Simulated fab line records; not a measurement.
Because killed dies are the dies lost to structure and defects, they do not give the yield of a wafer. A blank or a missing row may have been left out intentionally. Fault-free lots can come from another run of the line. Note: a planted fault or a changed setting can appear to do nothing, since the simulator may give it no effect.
Chamber matching    flow nandHarc    NHARC_A_STAIRCASE_DEP_325 on pecvd-02: 3 sister chambers
The step deposits SiO2, target thk 3800 nm. 14 wafers are shown with their chamber, then 7 later ones without.

== WAFERS WITH THEIR CHAMBER ==
wafer   chamber  heaterPowerW (W)
L075.1  0        821
L075.2  1        789
L075.3  2        782
L077.1  1        686
L077.3  0        933
L077.6  1        653
L089.3  1        777
L089.5  1        644
L089.6  0        805
L086.3  0        1012
L086.4  1        639
L086.6  0        801
L088.1  0        897
L088.2  1        760

SIGNATURES (means of the wafers above)
reading       chamber 0  chamber 1  chamber 2  scatter within a chamber
heaterPowerW  878.17     706.86     782.00     75.2
Rule: for a wafer and a chamber, the distance is found by dividing, reading by reading, the gap between the wafer's reading and the chamber's mean by the reading's scatter, squaring, summing and taking the root. If the next closest chamber is less than 2 further off than the closest, the wafer can't be placed; otherwise it belongs to the closest. The scatter: the root of (the sum of the squares of (reading less its chamber's mean) over the shown wafers, divided by (wafers less chambers)).

== WAFERS WITHOUT THEIR CHAMBER ==
wafer   heaterPowerW (W)
L088.4  649
L094.2  770
L094.3  864
L094.5  794
L096.4  841
L096.5  646
L096.6  638

== CHAMBER TAKEN BY EACH ==
wafer   from the rows above           in truth
L088.4  can't be placed: 1 or 2       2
L094.2  can't be placed: 2 or 1 or 0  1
L094.3  can't be placed: 0 or 2 or 1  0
L094.5  can't be placed: 2 or 0 or 1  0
L096.4  can't be placed: 0 or 2 or 1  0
L096.5  can't be placed: 1 or 2       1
L096.6  can't be placed: 1 or 2       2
Correctly placed: 0 of 7. Can't be placed from these rows: 7 (the true chamber is among the candidates in 7). Wrongly placed: 0.
